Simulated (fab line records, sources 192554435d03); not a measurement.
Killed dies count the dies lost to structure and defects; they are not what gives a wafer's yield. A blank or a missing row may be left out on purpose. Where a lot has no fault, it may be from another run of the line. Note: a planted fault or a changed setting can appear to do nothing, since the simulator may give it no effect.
Lot-split experiment    flow n5_finfet    route with 1938 steps; 7 lots, 21 wafers read

== ON THE SPLIT ==
At N5_BEOL_M5_COAT_05 (resist thk 30 nm), the setting spin_rpm was moved away from the recipe's 1500 rpm on 6 of the 21 wafers read, by -9.1% to +10.5%. For the rest of the wafers, this setting stayed at what the recipe calls for.

The reading comes from the split's own step.

== THE READING ==
CAR-EUV_of_BEOL_M5_COAT_05.thk_nm (the simulator's own value, which no gauge read), in nm, at N5_BEOL_M5_COAT_05 (resist thk 30 nm). The file gives no usual value for it. Across the 15 wafers here that went through the recipe, the average is 30.0 nm and the standard deviation 0.05 nm.

wafer   tool, chamber at the split  spin_rpm as run, rpm  against the recipe  CAR-EUV_of_BEOL_M5_COAT_05.thk_nm, nm  against lot-mates on the recipe
L075.2  litho_track-01, 0           1500                  recipe              30                                     -
L075.4  litho_track-01, 0           1364                  -9.1%               31.4                                   +1.4
L075.5  litho_track-01, 0           1364                  -9.1%               31.4                                   +1.4
L078.1  litho_track-01, 0           1500                  recipe              30                                     -
L078.3  litho_track-01, 0           1500                  recipe              30                                     -
L078.5  litho_track-01, 0           1500                  recipe              30                                     -
L081.2  litho_track-05, 0           1500                  recipe              30                                     -
L081.5  litho_track-05, 0           1657                  +10.5%              28.6                                   -1.4
L081.6  litho_track-05, 0           1657                  +10.5%              28.6                                   -1.4
L077.4  litho_track-05, 0           1500                  recipe              30                                     -
L077.5  litho_track-05, 0           1500                  recipe              30                                     -
L077.6  litho_track-05, 0           1500                  recipe              30                                     -
L082.1  litho_track-04, 0           1500                  recipe              30                                     -
L082.4  litho_track-04, 0           1500                  recipe              30.2                                   -
L082.5  litho_track-04, 0           1631                  +8.7%               28.8                                   -1.3
L084.2  litho_track-01, 0           1500                  recipe              30                                     -
L084.3  litho_track-01, 0           1500                  recipe              30                                     -
L084.6  litho_track-01, 0           1500                  recipe              30                                     -
L086.1  litho_track-04, 0           1543                  +2.9%               29.6                                   -0.4
L086.2  litho_track-04, 0           1500                  recipe              30                                     -
L086.3  litho_track-04, 0           1500                  recipe              30                                     -

THE FIT
A straight line over all 21 wafers: CAR-EUV_of_BEOL_M5_COAT_05.thk_nm changes by -0.143 nm for each +1% of spin_rpm; r = -1.00; the points scatter about the line by 0.057 nm.
The same after taking each lot's own level away (the mean of its wafers on the recipe; 21 wafers): -0.144 nm for each +1%; r = -1.00; scatter 0.054 nm.
The reading moves by 1.5 nm for the largest change in spin_rpm, on that fit.
Measured against the standard deviation above, the lots' own levels, which go from 30.00 to 30.10 nm, span 2.0 times it.
So the lot-to-lot level changes the slope little: the two slopes agree.
Check: with one of the wafers moved furthest among these (+10.5%) left out of the fit, the line predicts -1.52 nm for it against its lot-mates. It came out at -1.4 nm against them.

== OTHER SPLITS APPLIED TO THESE WAFERS ==
These wafers also went through other splits before the reading. Each is held against what the fit with the lots' levels taken away leaves over:
other split on the same wafers  wafers away from the commonest value  r with CAR-EUV_of_BEOL_M5_COAT_05.thk_nm (lot level and that fit taken away)
N5_BEOL_M5_COAT_71 spin_rpm     10                                    -0.11

== THE FILE'S OWN FIT ==
CAR-EUV_of_BEOL_M5_COAT_05.thk_nm changes by -0.144 nm for each +1% of spin_rpm, r = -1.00.
